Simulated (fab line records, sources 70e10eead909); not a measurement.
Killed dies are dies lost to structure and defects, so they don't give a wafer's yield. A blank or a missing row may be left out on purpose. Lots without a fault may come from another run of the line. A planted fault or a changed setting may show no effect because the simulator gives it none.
A struck lot beside a sound one | flow nand_harc | 17 steps out of a route of 1159
Sound: wafers L936.1, L936.3, L936.4. Struck: wafers L950.1, L950.2, L950.6. The cause comes at the end.
At each step with rows: each side's tool, then ch and its chambers, then its first start. Under that, the readings that differ: sound wafers | struck wafers | difference of the means | sigmas: that difference in standard deviations of wafers without a fault.
alike: readings whose means differ by less than 2 such deviations, and words and numbers that are the same on both sides. not compared: withheld readings, readings that some wafer has no value for, bounds like >300 that may hide the same value, and numbers for which the record gives no deviation and whose values overlap.
The two part at a step that has a row with sigmas, a row that says differs or no value, or rows on one side only. Numbers that don't overlap but have no deviation are shown without sigmas and don't part them. A reading that every wafer of one side lacks parts them only if that side has two wafers or more.

NHARC_A_WL_FILL_INSPECT_15:
  sound on defect_inspect-01, day 16 06:41; struck on defect_inspect-01, day 21 12:47
  alike: raw_defect_count
NHARC_A_CONTACT_DEP_24: deposits SiO2, target thk 500 nm.
  sound on pecvd-01 ch 0,1, day 16 06:45; struck on pecvd-02 ch 0,2, day 21 12:50
  reading            | sound       | struck      | difference | sigmas
  heater_power_w (W) | 602 682 626 | 462 421 474 | -184       | -2
  alike: rf_fwd_power_W, throttle_valve_pct
NHARC_A_CONTACT_DEP_28: deposits aC, target thk 3600 nm.
  sound on acl_dep-01 ch 0, day 16 09:52; struck on acl_dep-02 ch 0, day 21 13:58
  alike: throttle_valve_pct
NHARC_A_CONTACT_DEP_29: deposits SiON, target thk 70 nm.
  sound on pecvd-01 ch 0,1, day 16 12:05; struck on pecvd-01 ch 0,1, day 21 16:26
  alike: heater_power_w, rf_fwd_power_W
then, 7 steps without rows for these wafers: NHARC_A_CONTACT_DEHYDRATE_32 (time 120 s); NHARC_A_CONTACT_HMDS_33 (time 30 s); NHARC_A_CONTACT_COAT_34 (time 75 s); NHARC_A_CONTACT_COAT_35 (time 65 s); NHARC_A_CONTACT_COAT_36 (resist thk 90 nm); NHARC_A_CONTACT_SOFTBAKE_37 (time 55 s); NHARC_A_CONTACT_EBR_38.
NHARC_A_CONTACT_EXPOSE_39: exposes mask A CC 3.
  sound on arfi_scanner-02 ch 0, day 16 12:40; struck on arfi_scanner-02 ch 0, day 21 16:59
  reading              | sound             | struck            | difference | sigmas
  exposure_dose_mJ_cm2 | 58.77 58.78 58.82 | 76.60 76.55 76.64 | +17.81     | +99 or more
  alike: mask
then, 2 steps without rows for these wafers: NHARC_A_CONTACT_PEB_40 (peb time 65 s); NHARC_A_CONTACT_DEVELOP_41 (develop time 35 s).
NHARC_A_CONTACT_CD_MEAS_42: target cd 200 nm.
  sound on cd_sem-03 ch 0, day 16 12:49; struck on cd_sem-02 ch 0, day 21 17:07
  reading    | sound             | struck            | difference | sigmas
  cd_nm (nm) | 200.4 200.3 201.0 | 214.3 214.5 214.2 | +13.8      | +25
NHARC_A_CONTACT_OVL_MEAS_43:
  sound on overlay-02, day 16 12:54; struck on overlay-01, day 21 17:13
  alike: overlay_x_nm, overlay_y_nm
NHARC_END_SORT_01:
  the record has rows for the sound wafers here (prober-02 ch 0, day 19 18:25) and none for the struck ones

WHERE THEY PART
First at NHARC_A_CONTACT_DEP_24; last, within this record, at NHARC_END_SORT_01.

WHY: what the simulator had put in
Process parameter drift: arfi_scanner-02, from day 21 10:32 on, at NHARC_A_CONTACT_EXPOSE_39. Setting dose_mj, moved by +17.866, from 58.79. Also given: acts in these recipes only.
